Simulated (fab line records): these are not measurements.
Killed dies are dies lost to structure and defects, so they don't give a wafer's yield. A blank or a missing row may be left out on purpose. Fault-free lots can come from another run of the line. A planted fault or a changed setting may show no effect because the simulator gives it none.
Problem report in the 8D (eight disciplines) form, filled by code | flow n5-finfet | the parts of the form that need people (team, actions taken, sign-off) are left out

## 1. THE ISSUE
Wafers without a fault read 226, standard deviation 63; raw-defect-count at N5_FIN_CUT_INSPECT_17 reads a mean of 1034 on 3 wafers belonging to 2 lots. That is +13 standard deviations from the usual mean.
The step: inspects for defects (brightfield).
First observed at day 6 03:55: wafer L279.3, on defect-inspect-02. The record has a number at this step for 27 wafers belonging to 9 lots. Rule for "out", or "out of limits": more than 4 standard deviations from the usual mean. The rest of the wafers with a number are treated as sound.

## 2. WHAT IT IS AND WHAT IT IS NOT
question                    | is                                   | is not
which readings at this step | raw-defect-count                     | -
which lots                  | L279, L280                           | L264, L269, L274, L277, L283, L285, L286
which wafers of those lots  | L279.3, L279.4, L280.5               | L279.2, L280.3, L280.6
read on which gauges        | defect-inspect-01, defect-inspect-02 | -
when                        | from day 6 03:55                     | up to then (13 sound wafers); but 11 sound wafers of L280, L283, L285, L286 came after

## 3. WHAT RULES OUT EACH SUSPECT
Counting: if a tool at a process step up to the reading ran every lot that is out, it stays a suspect. Sound lots after the first of them don't rule it out here, since some wafers of a struck lot are sound.
- the gauge at N5_FIN_CUT_INSPECT_17 is ruled out. The wafers that are out were read on 2 gauges (defect-inspect-01, defect-inspect-02).
- rie-si-04 at N5_FIN_CUT_CUT_ETCH_15 (etches Si in HBr/Cl2/O2, target depth 100 nm, bt time 10 s, time 42.4 s): kept. It processed each lot that is out (first: L279, day 6 03:35); up to then, its last sound lot is L274 (day 4 21:09).
- At N5_FIN_CUT_CUT_ETCH_15, inside rie-si-04: chamber 3 took the wafers that are out, while their sound lot-mates went through chambers 0, 2.
After counting, what remains is rie-si-04 at N5_FIN_CUT_CUT_ETCH_15.

## 4. THE CAUSE (what the simulator had put in)
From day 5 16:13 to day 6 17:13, rie-si-04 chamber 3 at N5_FIN_CUT_CUT_ETCH_15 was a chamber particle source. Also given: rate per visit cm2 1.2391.
This tool alone remained once counting was done.

## 5. THE EFFECT CHAIN, in route order
Rows list readings where the struck wafers' mean (over those with a number) sits beyond 3 standard deviations from the usual. Readings are gone through only where the record gives a usual standard deviation; hours: the median, over the lots, of the time from a lot's start at the first step in this table giving one to that lot's start at this step; sigmas: the change measured in usual standard deviations.
hours | step                    | reading              | usual  | on struck wafers | change | sigmas
0     | N5_FIN_CUT_INSPECT_17   | raw-defect-count     | 226    | 1034             | +808   | +13
260   | N5_PASSIVATION_PROBE_49 | defect-limited-yield | 91.1 % | 85.4             | -5.7   | -4.1
260   | N5_PASSIVATION_PROBE_49 | killed-at-front-end  | 44     | 112              | +68    | +5.7
260   | N5_PASSIVATION_PROBE_49 | killed-dies          | 104    | 173              | +69    | +4.1
260   | N5_PASSIVATION_PROBE_49 | killed-on-rim        | 14     | 32               | +18    | +4.6
260   | N5_PASSIVATION_PROBE_49 | sort_bin_5_function  | 5.2 %  | 8.2              | +3.0   | +3.1
260   | N5_PASSIVATION_PROBE_49 | sort-n-pass          | 1075   | 1007             | -68    | -4.0
260   | N5_PASSIVATION_PROBE_49 | sort-yield-pct       | 91.1 % | 85.4             | -5.7   | -4.1
Here are the process steps it includes:
- N5_PASSIVATION_PROBE_49
Later measuring or inspecting steps at which every struck wafer that the step has a row for has a number for every such reading, and none has moved that far: N5_STI_FIN_REVEAL_THK_MEAS_05, N5_BEOL_M4_RC_MEAS_101.

## 6. WHAT WOULD HAVE CAUGHT IT SOONER
In this record the first reading out of limits at a measuring or inspecting step was taken at day 6 03:55, 12 hours after the fault began at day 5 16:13.
Of the tool readings at N5_FIN_CUT_CUT_ETCH_15 for which the record gives a usual standard deviation, none was out on any struck wafer, so an alarm limit of 4 standard deviations on them would not have fired.
Among the 2 lots that are out, L280 began N5_FIN_CUT_CUT_ETCH_15 on rie-si-04 after day 6 03:55. Holding the tool at that time would have saved it.
